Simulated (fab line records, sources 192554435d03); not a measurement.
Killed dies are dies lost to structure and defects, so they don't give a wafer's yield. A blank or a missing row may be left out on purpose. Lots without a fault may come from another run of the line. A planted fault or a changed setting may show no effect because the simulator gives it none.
fab line records | flow n5_finfet | part 2 of 2: steps 19 to 24 of 24
record lots=5 wafers=15 last_day=17
route steps=1938 shown DUMMY_GATE@226
lots that met no fault: from a run of the same line without faults
start_h: hours from the record's first day to the start of the lot's first wafer shown | wait_h: hours since the lot's step before | " the same as in the row above | L1.1+2: a row that stands for several wafers | - no value, or no start given | * or withheld: withheld | < > ~ a bound
route shown NAME@n: a module of which the file shows steps, and the number in the route of the first | usual: mean/standard deviation of fault-free wafers | same: alike in all rows | chamber/n: place in a boat | sites: the reading at each site | _std_site: their standard deviation | _edge_site: outer sites' mean less inner sites' | radius_mm: how far each site lies from the wafer's centre | mask NAME#n: copy n | behind: the tool/chamber that last shaped the wafer | hold: why the lot was held/for how many hours/how that ended | device: the transistor (n, p or np) that didn't switch | end of line: the same wafers' tests at the end of the route | a step without rows: its recipe alone | killed: dies lost to structure and defects at the first sort, not the wafer's yield | map: a wafer's dies, x killed, . not, _ none there
set.NAME: the setting as run; set.NAME@STEP: as run at that earlier step | model.NAME: the simulator's own value behind a step, which no gauge read
lots at some steps of the route; a table a step, a row a wafer
services: from which hour (start_h, from the record's first day; less than 0 if before it) a tool's chamber was out of use, for how many hours, and why
## steps
# step N5_DUMMY_GATE_STRIP_41
# recipe chemistry=O2 power_w=400 temp_c=40 pressure_mtorr=30 rf_frequency_hz=6e+07 bias_power_w=0 overash_fraction=0.3 o2_flow_sccm=225
# usual drypump_motor_current_A=5.6/0.45 oes_product_au=0.79/0.096 rf_vpp_V=3.7/0.52 showerhead_plenum_p_Torr=2.10/0.064 throttle_valve_pct=16.62/0.21
# columns lot.wafer tool chamber start_h wait_h drypump_motor_current_A oes_product_au rf_hours_counter_h rf_vpp_V showerhead_plenum_p_Torr throttle_valve_pct
L078.1 rie_diel-03 1 75.57 0.0 6.6 0.80 125 3.7 2.08 16.56
L078.4 " 2 " " 5.8 0.82 - 3.4 2.12 16.50
L078.6 " 1 " " 6.6 0.79 - 4.3 2.08 16.57
L080.2 rie_diel-05 2 83.50 0.0 5.0 0.89 40 3.5 2.04 16.53
L080.4 " 0 " " 5.1 0.73 - 3.4 2.03 16.66
L080.6 " 2 " " 5.1 0.88 - 2.4 2.04 16.53
L081.3 rie_diel-03 0 89.16 0.0 6.0 0.88 34 2.5 2.12 16.53
L081.5 " 2 " " 5.8 0.81 - 4.1 2.12 16.49
L081.6 " 1 " " 6.6 0.78 - 3.2 2.08 16.57
L091.1 rie_diel-05 3 149.28 0.0 5.8 0.73 193 3.5 2.19 17.06
L091.4 " 0 " " 5.1 0.71 178 3.8 2.02 16.70
L091.6 " 1 " " 5.9 0.66 - 3.4 2.15 16.61
L092.3 rie_diel-05 1 156.54 0.0 5.9 0.66 241 4.2 2.15 16.64
L092.4 " 2 " " 5.0 0.86 62 3.7 2.03 16.58
L092.6 " 0 " " 5.1 0.72 - 3.8 2.02 16.69
# step N5_DUMMY_GATE_HM_OPEN_21
# recipe chemistry=CH3F/O2 target=SiNx target_depth_a=1200 Ar_flow_sccm=150 CH3F_flow_sccm=30 O2_flow_sccm=23 time_s=171.4 pressure_mtorr=30 source_w=395 bias_w=73 ion_energy_ev=120.7
# usual drypump_motor_current_A=5.6/0.45 mfc_ar_sccm=150.0/0.43 oes_f_703_au=0.78/0.097 oes_product_au=0.79/0.098 rf_vpp_V=299/12 showerhead_plenum_p_Torr=2.02/0.069 throttle_valve_pct=16.41/0.2
# columns lot.wafer tool chamber start_h wait_h drypump_motor_current_A mfc_ar_sccm oes_f_703_au oes_product_au rf_hours_counter_h rf_vpp_V showerhead_plenum_p_Torr throttle_valve_pct
L078.1 rie_diel-03 1 75.61 0.0 6.6 150.0 0.77 0.79 125 307 2.00 16.35
L078.4 " 2 " " 5.8 149.5 0.82 0.80 - 294 2.05 16.34
L078.6 " 1 " " 6.6 150.4 0.77 0.79 - 308 2.00 16.36
L080.2 rie_diel-05 2 83.54 0.0 5.0 150.8 0.85 0.88 40 305 1.95 16.28
L080.4 " 0 " " 5.2 149.7 0.77 0.72 - 279 1.93 16.33
L080.6 " 2 " " 5.0 149.7 0.85 0.88 - 305 1.95 16.29
L081.3 rie_diel-03 0 89.20 0.0 6.0 149.8 0.86 0.89 34 312 2.04 16.31
L081.5 " 2 " " 5.8 149.4 0.83 0.80 - 293 2.05 16.34
L081.6 " 1 " " 6.6 150.2 0.76 0.80 - 306 2.00 16.35
L091.1 rie_diel-05 3 149.32 0.0 5.8 150.6 0.67 0.71 193 316 2.11 16.85
L091.4 " 0 " " 5.1 150.3 0.75 0.71 178 278 1.93 16.36
L091.6 " 1 " " 6.0 150.1 0.64 0.66 - 299 2.08 16.43
L092.3 rie_diel-05 1 156.58 0.0 6.0 149.9 0.64 0.65 241 301 2.08 16.41
L092.4 " 2 " " 5.0 149.8 0.82 0.85 62 304 1.95 16.32
L092.6 " 0 " " 5.1 149.4 0.75 0.70 - 277 1.93 16.36
# step N5_DUMMY_GATE_ETCH_32
# recipe chemistry=CF4 target=SiO2 target_depth_a=35 time_s=3.9 ion_energy_ev=350 pressure_mtorr=10 icp_w=800 bias_w=400 cf4_flow_sccm=80
# usual drypump_motor_current_A=5.9/0.36 oes_product_au=1.006/0.019 throttle_valve_pct=21.66/0.23
# columns lot.wafer tool chamber start_h wait_h drypump_motor_current_A oes_product_au rf_hours_counter_h throttle_valve_pct
L078.1 rie_si-06 2 75.77 0.1 6.1 0.984 10 21.50
L078.4 " 3 " " 6.3 1.018 - 21.75
L078.6 " 2 " " 6.1 0.982 - 21.52
L080.2 rie_si-04 1 83.70 0.1 5.9 0.978 99 21.45
L080.4 " 3 " " 5.7 1.018 27 21.66
L080.6 " 2 " " 5.9 1.000 - 21.22
L081.3 rie_si-06 2 89.36 0.1 6.1 0.992 10 21.53
L081.5 " 1 " " 6.1 1.038 - 21.87
L081.6 " 0 " " 5.3 1.031 - 21.94
L091.1 rie_si-06 0 149.48 0.1 5.2 1.035 38 21.94
L091.4 " 3 " " 6.3 1.019 - 21.75
L091.6 " 0 " " 5.3 1.030 - 21.94
L092.3 rie_si-06 2 156.74 0.1 6.1 0.975 12 21.51
L092.4 " 3 " " 6.3 1.015 - 21.75
L092.6 " 2 " " 6.1 0.994 - 21.51
# step N5_DUMMY_GATE_ETCH_23
# recipe chemistry=HBr/Cl2/O2 HBr_flow_sccm=150 Cl2_flow_sccm=80 O2_flow_sccm=12 bias_w=102 target_depth_a=410 time_s=22.3 target=poly-Si mask_material=SiO2 pressure_mtorr=10 icp_w=800
# usual drypump_motor_current_A=5.9/0.36 oes_product_au=1.003/0.019 throttle_valve_pct=37.0/0.38
# columns lot.wafer tool chamber start_h wait_h drypump_motor_current_A oes_product_au rf_hours_counter_h throttle_valve_pct
L078.1 rie_si-06 2 75.80 0.0 6.2 0.993 10 36.3
L078.4 " 3 " " 6.3 1.000 - 36.9
L078.6 " 2 " " 6.2 0.990 - 36.3
L080.2 rie_si-04 1 83.74 0.0 5.9 0.991 99 36.9
L080.4 " 3 " " 5.7 1.002 27 36.9
L080.6 " 2 " " 5.9 0.996 - 36.8
L081.3 rie_si-06 2 89.39 0.0 6.1 0.990 10 36.3
L081.5 " 1 " " 6.1 1.031 - 37.1
L081.6 " 0 " " 5.2 1.032 - 37.3
L091.1 rie_si-06 0 149.51 0.0 5.2 1.033 38 37.3
L091.4 " 3 " " 6.3 1.012 - 36.9
L091.6 " 0 " " 5.2 1.041 - 37.3
L092.3 rie_si-06 2 156.77 0.0 6.2 0.972 12 36.3
L092.4 " 3 " " 6.3 1.002 - 36.9
L092.6 " 2 " " 6.1 1.000 - 36.3
# step N5_DUMMY_GATE_ETCH_44
# recipe chemistry=HBr/O2 over_etch_frac=0.7 target_depth_a=1275 stop_on=SiO2 ion_energy_ev=60 bias_w=20 target=poly-Si mask_material=SiO2 pressure_mtorr=20 icp_w=400 HBr_flow_sccm=120 O2_flow_sccm=10
# usual drypump_motor_current_A=5.9/0.36 oes_product_au=0.724/0.014 throttle_valve_pct=18.40/0.19
# columns lot.wafer tool chamber start_h wait_h drypump_motor_current_A oes_product_au rf_hours_counter_h throttle_valve_pct
L078.1 rie_si-06 2 75.86 0.0 6.1 0.715 10 18.07
L078.4 " 3 " " 6.3 0.714 - 18.34
L078.6 " 2 " " 6.2 0.720 - 18.06
L080.2 rie_si-04 1 83.79 0.0 5.9 0.741 99 18.19
L080.4 " 3 " " 5.7 0.738 27 18.42
L080.6 " 2 " " 5.9 0.714 - 18.42
L081.3 rie_si-06 2 89.45 0.0 6.1 0.723 10 18.06
L081.5 " 1 " " 6.1 0.737 - 18.32
L081.6 " 0 " " 5.2 0.742 - 18.57
L091.1 rie_si-06 0 149.57 0.0 5.2 0.742 38 18.56
L091.4 " 3 " " 6.3 0.716 - 18.36
L091.6 " 0 " " 5.2 0.742 - 18.56
L092.3 rie_si-06 2 156.83 0.0 6.1 0.726 12 18.06
L092.4 " 3 " " 6.3 0.701 - 18.33
L092.6 " 2 " " 6.1 0.714 - 18.06
# step N5_DUMMY_GATE_CD_MEAS_24
# recipe target_cd_nm=15
# usual cd_nm=14.7/0.58
# columns lot.wafer tool chamber start_h wait_h cd_nm
L078.1 cd_sem-03 - 75.97 0.1 16.1
L078.4 " - " " 15.9
L078.6 " - " " 15.8
L080.2 cd_sem-03 - 83.91 0.1 15.8
L080.4 " - " " 14.9
L080.6 " - " " 15.4
L081.3 cd_sem-03 - 89.57 0.1 14.7
L081.5 " - " " 14.8
L081.6 " - " " 15.3
L091.1 cd_sem-01 - 149.68 0.1 14.2
L091.4 " - " " 14.1
L091.6 " - " " 15.5
L092.3 cd_sem-02 - 156.95 0.1 14.7
L092.4 " - " " 15.6
L092.6 " - " " 14.1
## services
# columns tool chamber start_h hours kind
rie_diel-01 0 50.97 8.6 repair
rie_diel-05 2 52.48 3.9 repair
rie_diel-01 1 59.75 - clean
euv_scanner-01 - 62.31 5.8 pm
euv_scanner-01 - 71.88 4.6 pm
rie_si-06 0 74.82 4.1 repair
rie_diel-01 2 76.26 18.7 repair
rie_diel-05 3 77.89 10.9 repair
rie_diel-03 0 77.97 4.1 repair
euv_scanner-01 - 86.33 1.0 pm
rie_diel-01 3 87.47 5.0 repair
rie_si-04 1 91.15 37.1 repair
euv_scanner-02 - 91.48 0.4 repair
euv_scanner-02 - 101.46 1.0 pm
rie_diel-01 - 116.47 2.8 pm
rie_diel-05 0 118.41 3.1 repair
euv_scanner-02 - 132.89 5.8 pm
rie_diel-03 - 134.45 2.8 pm
rie_diel-05 - 139.00 2.8 pm
euv_scanner-02 - 140.56 0.8 repair
euv_scanner-01 - 142.43 1.0 pm
rie_si-06 1 149.14 - clean
rie_si-06 1 149.14 18.9 scheduled_down
rie_si-06 1 149.14 18.9 vent_cycle
